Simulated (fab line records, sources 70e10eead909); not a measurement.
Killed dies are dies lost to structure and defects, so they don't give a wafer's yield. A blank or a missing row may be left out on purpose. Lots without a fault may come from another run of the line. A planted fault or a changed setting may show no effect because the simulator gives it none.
fab line records | flow nand_harc | part 2 of 2: steps 15 to 15 of 15
record lots=7 wafers=21 last_day=23
route steps=1159 shown A_M1@1032 END@1159
lots that met no fault: from a run of the same line without faults
start_h: hours from the record's first day to the start of the lot's first wafer shown | wait_h: hours since the lot's step before | " the same as in the row above | L1.1+2: a row that stands for several wafers | - no value, or no start given | * or withheld: withheld | < > ~ a bound
route shown NAME@n: a module of which the file shows steps, and the number in the route of the first | usual: mean/standard deviation of fault-free wafers | same: alike in all rows | chamber/n: place in a boat | sites: the reading at each site | _std_site: their standard deviation | _edge_site: outer sites' mean less inner sites' | radius_mm: how far each site lies from the wafer's centre | mask NAME#n: copy n | behind: the tool/chamber that last shaped the wafer | hold: why the lot was held/for how many hours/how that ended | device: the transistor (n, p or np) that didn't switch | end of line: the same wafers' tests at the end of the route | a step without rows: its recipe alone | killed: dies lost to structure and defects at the first sort, not the wafer's yield | map: a wafer's dies, x killed, . not, _ none there
set.NAME: the setting as run; set.NAME@STEP: as run at that earlier step | model.NAME: the simulator's own value behind a step, which no gauge read
lots at some steps of the route; a table a step, a row a wafer
services: from which hour (start_h, from the record's first day; less than 0 if before it) a tool's chamber was out of use, for how many hours, and why
## steps
# step NHARC_END_SORT_01
# recipe temp_c=25
# usual defect_limited_yield=95.2/1.6 killed_at_array=28/11 killed_at_other=0.8/1.3 killed_at_periphery=3.6/2.5 killed_dies=32/11 killed_open=3.0/1.8 killed_short=2.0/1.5 sort_bin_2_pct=1.5/0.66 sort_bin_3_pct=0.25/0.23 sort_bin_4_pct=3.0/1.1 sort_n_pass=645/11 sort_rim_yield_pct=96.0/2.9 sort_yield_pct=95.2/1.6
# same gross_dies=677 sort_bin_5_pct[%]=0 sort_bin_6_pct[%]=0 sort_bin_7_pct[%]=0 sort_bin_8_pct[%]=0 sort_rim_n_gross=106.00
# columns lot.wafer tool chamber start_h wait_h hold defect_limited_yield[%] killed_at_array killed_at_other killed_at_periphery killed_dies killed_open killed_short sort_bin_2_pct[%] sort_bin_3_pct[%] sort_bin_4_pct[%] sort_n_pass sort_rim_yield_pct[%] sort_yield_pct[%]
L585.1 prober-02 0 461.67 2.5 - 96.2 23 1 2 26 4 3 0.6 0.30 3.0 651 99.1 96.2
L585.4 prober-02 0 464.05 3.4 - 95.3 32 0 0 32 5 2 1.0 0.30 3.4 645 98.1 95.3
L585.5 prober-02 0 464.85 3.7 - 94.8 31 0 4 35 4 2 1.9 0.15 3.1 642 99.1 94.8
L592.1 prober-01 0 500.85 2.5 await_dispo/9.8h/scrap 0 669 0 8 677 1 0 97.0 0.15 2.8 0 0 0
L592.2 prober-01 0 501.66 2.8 await_dispo/9.8h/scrap 0 672 1 4 677 3 1 97.0 0.15 2.8 0 0 0
L592.5 prober-01 0 504.08 3.7 await_dispo/9.8h/scrap 0 668 1 8 677 3 0 96.9 0.15 3.0 0 0 0
L594.1 prober-02 0 508.52 2.5 await_dispo/2.0h/scrap 0 673 1 3 677 1 2 96.9 0.30 2.8 0 0 0
L594.4 prober-02 0 510.91 3.4 await_dispo/2.0h/scrap 0 671 0 6 677 5 2 96.8 0 3.2 0 0 0
L594.5 prober-02 0 511.71 3.7 await_dispo/2.0h/scrap 0 676 0 1 677 3 2 97.2 0.15 2.7 0 0 0
L595.2 prober-01 0 509.49 2.8 await_dispo/2.4h/scrap 0 673 1 3 677 1 1 97.8 0 2.2 0 0 0
L595.5 prober-01 0 511.89 3.7 await_dispo/2.4h/scrap 0 676 1 0 677 4 1 96.3 1.03 2.7 0 0 0
L595.6 prober-01 0 512.69 4.0 await_dispo/2.4h/scrap 0 672 0 5 677 3 0 97.9 0.30 1.8 0 0 0
L596.1 prober-01 0 516.52 2.5 - 94.4 27 0 11 38 2 3 2.1 1.03 2.5 639 95.3 94.4
L596.3 prober-01 0 518.14 3.1 - 95.3 30 2 0 32 0 3 1.9 0.15 2.7 645 96.2 95.3
L596.6 prober-01 0 520.58 4.1 - 96.3 21 0 4 25 5 1 1.2 0.15 2.4 652 96.2 96.3
L601.2 prober-02 0 532.76 2.8 - 93.6 39 1 3 43 4 1 2.5 0.59 3.2 634 98.1 93.6
L601.4 prober-02 0 534.36 3.4 - 91.7 52 1 3 56 1 1 3.1 1.03 4.1 621 98.1 91.7
L601.6 prober-02 0 535.95 4.0 - 93.5 39 1 4 44 3 0 1.8 0 4.7 633 90.6 93.5
L603.4 prober-02 0 550.16 3.4 - 91.1 51 3 6 60 5 1 2.4 0.30 6.2 617 97.2 91.1
L603.5 prober-02 0 550.97 3.7 - 93.1 39 1 7 47 2 2 2.4 0.30 4.3 630 93.4 93.1
L603.6 prober-02 0 551.78 4.0 - 92.2 48 3 2 53 5 1 1.8 0.15 5.9 624 95.3 92.2
# killed by level:class
L585.1 A_SLIT:chamber_film_flake=8 A_STAIRCASE:chamber_film_flake=5 A_WL_FILL:geometric_particle:short=2 A_CONTACT:geometric_particle:open=2 P_GATE:geometric_particle:open=1 A_CONTACT:geometric_particle:short=1 A_M1:geometric_particle:open=1 P_M1:chamber_film_flake=1
L585.4 A_SLIT:chamber_film_flake=10 A_CHANNEL_HOLE_D1:chamber_film_flake=5 A_STAIRCASE:chamber_film_flake=4 A_WL_FILL:chamber_film_flake=3 A_WL_FILL:geometric_particle:open=2 A_CONTACT:chamber_film_flake=2 A_ONON_D1:geometric_particle:open=1 A_STAIRCASE:geometric_particle:open=1
L585.5 A_SLIT:chamber_film_flake=15 A_STAIRCASE:chamber_film_flake=9 A_CONTACT:chamber_film_flake=3 P_CONTACT:geometric_particle:open=1 P_M0:geometric_particle:short=1 P_M2:geometric_particle:open=1 A_CHANNEL_HOLE_D1:geometric_particle:short=1 A_WL_FILL:geometric_particle:open=1
L592.1 A_M1:area_etch=650 A_SLIT:chamber_film_flake=13 P_M0:chamber_film_flake=5 A_CHANNEL_HOLE_D1:chamber_film_flake=4 P_STI:chamber_film_flake=2 A_ONON_D1:geometric_particle:open=1 P_GATE:chamber_film_flake=1 A_STAIRCASE:chamber_film_flake=1
L592.2 A_M1:area_etch=647 A_SLIT:chamber_film_flake=13 P_M0:chamber_film_flake=4 A_CHANNEL_HOLE_D1:chamber_film_flake=2 A_STAIRCASE:chamber_film_flake=2 A_M0:chamber_film_flake=2 A_ONON_D1:geometric_particle:short=1 A_CHANNEL_FILL_D1:geometric_particle:open=1
L592.5 A_M1:area_etch=646 A_SLIT:chamber_film_flake=14 P_M0:chamber_film_flake=4 A_STAIRCASE:chamber_film_flake=4 A_CHANNEL_HOLE_D1:chamber_film_flake=3 P_GATE:geometric_particle:open=1 P_M1:geometric_particle:open=1 A_WL_FILL:geometric_particle:open=1
L594.1 A_M1:area_etch=644 A_SLIT:chamber_film_flake=16 A_WL_FILL:chamber_film_flake=5 P_GATE:chamber_film_flake=2 A_CHANNEL_HOLE_D1:chamber_film_flake=2 A_CONTACT:chamber_film_flake=2 A_SGD_CUT:geometric_particle:short=1 A_BLC:geometric_particle:open=1
L595.2 A_M1:area_etch=654 A_CHANNEL_HOLE_D1:chamber_film_flake=12 P_BONDPAD:chamber_film_flake=2 A_STAIRCASE:chamber_film_flake=2 A_WL_FILL:chamber_film_flake=2 A_SGD_CUT:geometric_particle:open=1 A_WL_FILL:geometric_particle:short=1 P_M0:chamber_film_flake=1
L594.4 A_M1:area_etch=642 A_SLIT:chamber_film_flake=14 A_CHANNEL_HOLE_D1:chamber_film_flake=8 P_CONTACT:geometric_particle:open=2 P_BONDPAD:chamber_film_flake=2 A_WL_FILL:chamber_film_flake=2 P_CONTACT:geometric_particle:short=1 A_CHANNEL_HOLE_D1:geometric_particle:short=1
L594.5 A_M1:area_etch=646 A_SLIT:chamber_film_flake=13 A_CHANNEL_HOLE_D1:chamber_film_flake=6 A_STAIRCASE:chamber_film_flake=4 A_CONTACT:chamber_film_flake=2 P_CONTACT:geometric_particle:open=1 A_CHANNEL_HOLE_D1:geometric_particle:open=1 A_CHANNEL_FILL_D1:geometric_particle:short=1
L595.5 A_M1:area_etch=645 A_CHANNEL_HOLE_D1:chamber_film_flake=15 A_STAIRCASE:chamber_film_flake=5 A_CONTACT:chamber_film_flake=4 A_WL_FILL:chamber_film_flake=2 A_CHANNEL_FILL_D1:geometric_particle:short=1 A_WL_FILL:geometric_particle:open=1 A_CONTACT:geometric_particle:open=1
L595.6 A_M1:area_etch=654 A_STAIRCASE:chamber_film_flake=8 A_CHANNEL_HOLE_D1:chamber_film_flake=6 A_WL_FILL:chamber_film_flake=2 P_CONTACT:geometric_particle:open=1 P_M0:geometric_particle:open=1 A_WL_FILL:geometric_particle:open=1 P_STI:chamber_film_flake=1
L596.1 A_CHANNEL_HOLE_D1:chamber_film_flake=17 P_CONTACT:chamber_film_flake=6 A_M1:chamber_film_flake=4 A_STAIRCASE:chamber_film_flake=2 A_CONTACT:chamber_film_flake=2 P_GATE:geometric_particle:open=1 P_M0:geometric_particle:short=1 P_M1:geometric_particle:short=1
L596.3 A_CHANNEL_HOLE_D1:chamber_film_flake=20 A_STAIRCASE:chamber_film_flake=4 A_M1:chamber_film_flake=2 HYBRID_BOND:latent=2 A_SOURCE_PLATE:geometric_particle:short=1 A_ONON_D1:geometric_particle:short=1 A_WL_FILL:geometric_particle:short=1 A_CONTACT:chamber_film_flake=1
L596.6 A_CHANNEL_HOLE_D1:chamber_film_flake=5 P_CONTACT:chamber_film_flake=4 A_STAIRCASE:chamber_film_flake=4 A_CONTACT:geometric_particle:open=3 A_M1:chamber_film_flake=3 A_ONON_D1:geometric_particle:open=2 A_CONTACT:chamber_film_flake=2 A_M0:geometric_particle:short=1
L601.2 A_SLIT:chamber_film_flake=17 A_CHANNEL_HOLE_D1:chamber_film_flake=14 A_STAIRCASE:chamber_film_flake=4 P_M2:chamber_film_flake=2 P_M0:geometric_particle:open=1 A_ONON_D1:geometric_particle:open=1 A_CHANNEL_FILL_D1:geometric_particle:open=1 A_CONTACT:geometric_particle:short=1
L601.4 A_CHANNEL_HOLE_D1:chamber_film_flake=26 A_SLIT:chamber_film_flake=16 A_CONTACT:chamber_film_flake=5 A_STAIRCASE:chamber_film_flake=4 P_M2:chamber_film_flake=2 P_M1:geometric_particle:open=1 A_M0:geometric_particle:short=1 THIN_TSV:chamber_film_flake=1
L601.6 A_SLIT:chamber_film_flake=19 A_CHANNEL_HOLE_D1:chamber_film_flake=12 A_CONTACT:chamber_film_flake=5 P_M2:chamber_film_flake=3 P_GATE:geometric_particle:open=1 A_CONTACT:geometric_particle:open=1 A_M1:geometric_particle:open=1 A_STAIRCASE:chamber_film_flake=1
L603.4 A_CHANNEL_HOLE_D1:chamber_film_flake=21 A_SLIT:chamber_film_flake=19 A_CONTACT:chamber_film_flake=4 P_GATE:chamber_film_flake=3 THIN_TSV:chamber_film_flake=3 A_BLC:geometric_particle:open=2 P_M2:chamber_film_flake=2 P_CONTACT:geometric_particle:open=1
L603.5 A_SLIT:chamber_film_flake=21 A_CHANNEL_HOLE_D1:chamber_film_flake=13 P_GATE:chamber_film_flake=4 A_CONTACT:chamber_film_flake=3 P_GATE:geometric_particle:short=1 P_CONTACT:geometric_particle:short=1 P_M0:geometric_particle:open=1 A_WL_FILL:geometric_particle:open=1
L603.6 A_SLIT:chamber_film_flake=21 A_CHANNEL_HOLE_D1:chamber_film_flake=14 A_STAIRCASE:chamber_film_flake=4 A_CONTACT:chamber_film_flake=3 THIN_TSV:chamber_film_flake=3 A_CONTACT:geometric_particle:open=2 P_M2:chamber_film_flake=2 A_SOURCE_PLATE:geometric_particle:open=1
# map L592.1 (x killed, . not)
____________x____________
_________xxxxxxx_________
_______xxxxxxxxxxx_______
______xxxxxxxxxxxxx______
_____xxxxxxxxxxxxxxx_____
____xxxxxxxxxxxxxxxxx____
____xxxxxxxxxxxxxxxxx____
___xxxxxxxxxxxxxxxxxxx___
___xxxxxxxxxxxxxxxxxxx___
__xxxxxxxxxxxxxxxxxxxxx__
__xxxxxxxxxxxxxxxxxxxxx__
_xxxxxxxxxxxxxxxxxxxxxxx_
_xxxxxxxxxxxxxxxxxxxxxxx_
_xxxxxxxxxxxxxxxxxxxxxxx_
_xxxxxxxxxxxxxxxxxxxxxxx_
_xxxxxxxxxxxxxxxxxxxxxxx_
xxxxxxxxxxxxxxxxxxxxxxxxx
xxxxxxxxxxxxxxxxxxxxxxxxx
xxxxxxxxxxxxxxxxxxxxxxxxx
xxxxxxxxxxxxxxxxxxxxxxxxx
xxxxxxxxxxxxxxxxxxxxxxxxx
_xxxxxxxxxxxxxxxxxxxxxxx_
_xxxxxxxxxxxxxxxxxxxxxxx_
_xxxxxxxxxxxxxxxxxxxxxxx_
_xxxxxxxxxxxxxxxxxxxxxxx_
_xxxxxxxxxxxxxxxxxxxxxxx_
__xxxxxxxxxxxxxxxxxxxxx__
__xxxxxxxxxxxxxxxxxxxxx__
___xxxxxxxxxxxxxxxxxxx___
___xxxxxxxxxxxxxxxxxxx___
____xxxxxxxxxxxxxxxxx____
____xxxxxxxxxxxxxxxxx____
_____xxxxxxxxxxxxxxx_____
______xxxxxxxxxxxxx______
_______xxxxxxxxxxx_______
_________xxxxxxx_________
____________x____________
# map L594.1 (x killed, . not)
____________x____________
_________xxxxxxx_________
_______xxxxxxxxxxx_______
______xxxxxxxxxxxxx______
_____xxxxxxxxxxxxxxx_____
____xxxxxxxxxxxxxxxxx____
____xxxxxxxxxxxxxxxxx____
___xxxxxxxxxxxxxxxxxxx___
___xxxxxxxxxxxxxxxxxxx___
__xxxxxxxxxxxxxxxxxxxxx__
__xxxxxxxxxxxxxxxxxxxxx__
_xxxxxxxxxxxxxxxxxxxxxxx_
_xxxxxxxxxxxxxxxxxxxxxxx_
_xxxxxxxxxxxxxxxxxxxxxxx_
_xxxxxxxxxxxxxxxxxxxxxxx_
_xxxxxxxxxxxxxxxxxxxxxxx_
xxxxxxxxxxxxxxxxxxxxxxxxx
xxxxxxxxxxxxxxxxxxxxxxxxx
xxxxxxxxxxxxxxxxxxxxxxxxx
xxxxxxxxxxxxxxxxxxxxxxxxx
xxxxxxxxxxxxxxxxxxxxxxxxx
_xxxxxxxxxxxxxxxxxxxxxxx_
_xxxxxxxxxxxxxxxxxxxxxxx_
_xxxxxxxxxxxxxxxxxxxxxxx_
_xxxxxxxxxxxxxxxxxxxxxxx_
_xxxxxxxxxxxxxxxxxxxxxxx_
__xxxxxxxxxxxxxxxxxxxxx__
__xxxxxxxxxxxxxxxxxxxxx__
___xxxxxxxxxxxxxxxxxxx___
___xxxxxxxxxxxxxxxxxxx___
____xxxxxxxxxxxxxxxxx____
____xxxxxxxxxxxxxxxxx____
_____xxxxxxxxxxxxxxx_____
______xxxxxxxxxxxxx______
_______xxxxxxxxxxx_______
_________xxxxxxx_________
____________x____________
## services
# columns tool chamber start_h hours kind
rie_diel-08 - 386.14 0.4 repair
rie_diel-12 0 388.40 - clean
rie_diel-12 1 388.40 - clean
rie_diel-12 2 388.40 - clean
rie_diel-12 3 388.40 - clean
rie_diel-12 0 412.90 - clean
rie_diel-12 1 412.90 - clean
rie_diel-12 2 412.90 - clean
rie_diel-12 3 412.90 - clean
rie_diel-12 0 437.41 - clean
rie_diel-12 1 437.41 - clean
rie_diel-12 2 437.41 - clean
rie_diel-12 3 437.41 - clean
rie_diel-04 - 438.64 0.4 repair
rie_diel-08 0 457.76 21.6 repair
rie_diel-12 0 461.91 - clean
rie_diel-12 1 461.91 - clean
rie_diel-12 2 461.91 - clean
rie_diel-12 3 461.91 - clean
rie_diel-04 - 466.25 9.0 pm
rie_diel-08 - 478.80 9.0 pm
rie_diel-12 0 486.41 - clean
rie_diel-12 1 486.41 - clean
rie_diel-12 2 486.41 - clean
## key
first_sign step=NHARC_A_M1_ETCH_28 reading=tool_record direction=missing
effect step=NHARC_END_SORT_01 reading=sort_bin_2_pct direction=up sigmas=99+ usual=1.5 struck=97.1
more_kills_born_at NHARC_A_M1_ETCH_28@rie_diel-12=5828
met_at NHARC_A_M1_ETCH_28
struck_wafers L592.1,L592.2,L592.5,L594.1,L594.4,L594.5,L595.2,L595.5,L595.6
later_rows_left_out L592.1,L592.2,L592.5,L594.1,L594.4,L594.5,L595.2,L595.5,L595.6
onset_between 405.53 452.11
fault kind=skipped_step_whole tool=rie_diel-12 chamber=- onset_h=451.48 steps=NHARC_A_M1_ETCH_28 scope=struck_lots_only
# later_rows_left_out: the simulator's readings of these wafers behind a module that went badly wrong aren't trusted and aren't shown, but for the sort
